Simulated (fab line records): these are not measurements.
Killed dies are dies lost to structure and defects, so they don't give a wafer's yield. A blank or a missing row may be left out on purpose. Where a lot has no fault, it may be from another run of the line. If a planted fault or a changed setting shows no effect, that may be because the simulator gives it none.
A lot that was struck, set against a sound lot	flow n5Finfet	13 steps out of a route of 1938
Sound: the wafers L993.3, L993.4, L993.6. Struck: wafer L109.3. (L109.6 of the same lot was not struck and is left out.) The cause comes at the end.
For every step that has rows: the tool of each side, followed by ch and its chambers, followed by its first start. Under that, the readings that differ: sound wafers	struck wafers	difference of the means	sigmas: that difference in standard deviations of wafers without a fault.
alike: words and numbers the same on both sides, and readings whose means are apart by under 2 such deviations; not compared: readings that were withheld, readings missing a value for some wafer, numbers with overlapping values and no deviation given by the record, and bounds like >300 which may hide the same value.
Wherever a step has rows on one side only, a row that says differs or no value, or a row with sigmas, the two part there. Non-overlapping numbers with no deviation appear without sigmas and do not part them. A reading that every wafer of one side lacks parts them only if that side has two wafers or more.

N5_SD_ACTIVATION_INSPECT_02: inspects for defects (darkfield).
  sound: defectInspect-01 at day 3 23:09; struck: defectInspect-02 at day 7 20:49
  alike: rawDefectCount
N5_ILD0_LINER_00: material SiNx, target thk 4 nm, pulse time 1 s, purge time 2 s.
  sound on aldSin-01 ch 1,2, day 3 23:18; struck on aldSin-02 ch 1, day 7 20:59
reading	sound	struck	difference	sigmas
precursorPulseHeightRel	1.019 1.028 1.022	0.974	-0.049	-2
  alike: heaterPowerW
then, 2 steps without rows for these wafers: N5_ILD0_FCVD_FILL_01 (material SiO2 flowable, target thk 200 nm, time 328.3 s); N5_ILD0_CURE_02 (time 1800 s).
N5_ILD0_CMP_03: polishes, stops on SiNx, t overpolish 1.9 s, target thk 197.38 nm.
  sound on cmp-02 ch 2,3, day 4 01:40; struck on cmp-03 ch 1, day 7 23:22
  alike: motorCurrentA, overpolishRunS, timeToEndpointS
N5_ILD0_THK_MEAS_04:
  sound: filmMetro-01 at day 4 01:58; struck: filmMetro-02 at day 7 23:40
  alike: thkNm
N5_ILD0_CMP_07: polishes SiO2 flowable, stops on poly-Si, t overpolish 1.18 s, target thk 138.88 nm.
  sound on cmp-03 ch 1,2,3, day 4 01:59; struck on cmp-03 ch 2, day 7 23:46
  alike: motorCurrentA
N5_ILD0_THK_MEAS_08:
  sound: filmMetro-01 at day 4 02:17; struck: filmMetro-01 at day 7 23:59
  alike: thkNm
then, 1 step without rows for these wafers: N5_ILD0_PRECLEAN_10 (cleans in NF3:NH3, afs cycles 5, time 20 s, sublimation time 60 s).
N5_ILD0_ALD_15: deposits SiNx, target thk 24 nm, pulse time 1 s, ald cycles 480.
  sound on aldSin-01 ch 0,2, day 4 03:13; struck on aldSin-01 ch 1, day 8 00:42
  alike: heaterPowerW, precursorPulseHeightRel
N5_ILD0_CMP_12: polishes SiNx, stops on poly-Si, t overpolish 6 s, target thk 17.67 nm.
  sound on cmp-03 ch 0,1, day 4 05:25; struck on cmp-04 ch 1, day 8 03:01
reading	sound	struck	difference	sigmas
timeToEndpointS (s)	28.2 33.4 31.2	54.4	+23.5	+9
  alike: motorCurrentA, overpolishRunS
N5_ILD0_THK_MEAS_13:
  sound: filmMetro-01 at day 4 05:43; struck: filmMetro-01 at day 8 03:12
  alike: thkNm
next, for these wafers, 1 step has no rows: N5_PASSIVATION_PROBE_49.

== WHERE THEY PART ==
Last at N5_ILD0_CMP_12 as far as this record goes, first at N5_ILD0_LINER_00. Later steps at which nothing parts them and some readings are alike: N5_ILD0_THK_MEAS_13.

WHY: what the simulator had put in
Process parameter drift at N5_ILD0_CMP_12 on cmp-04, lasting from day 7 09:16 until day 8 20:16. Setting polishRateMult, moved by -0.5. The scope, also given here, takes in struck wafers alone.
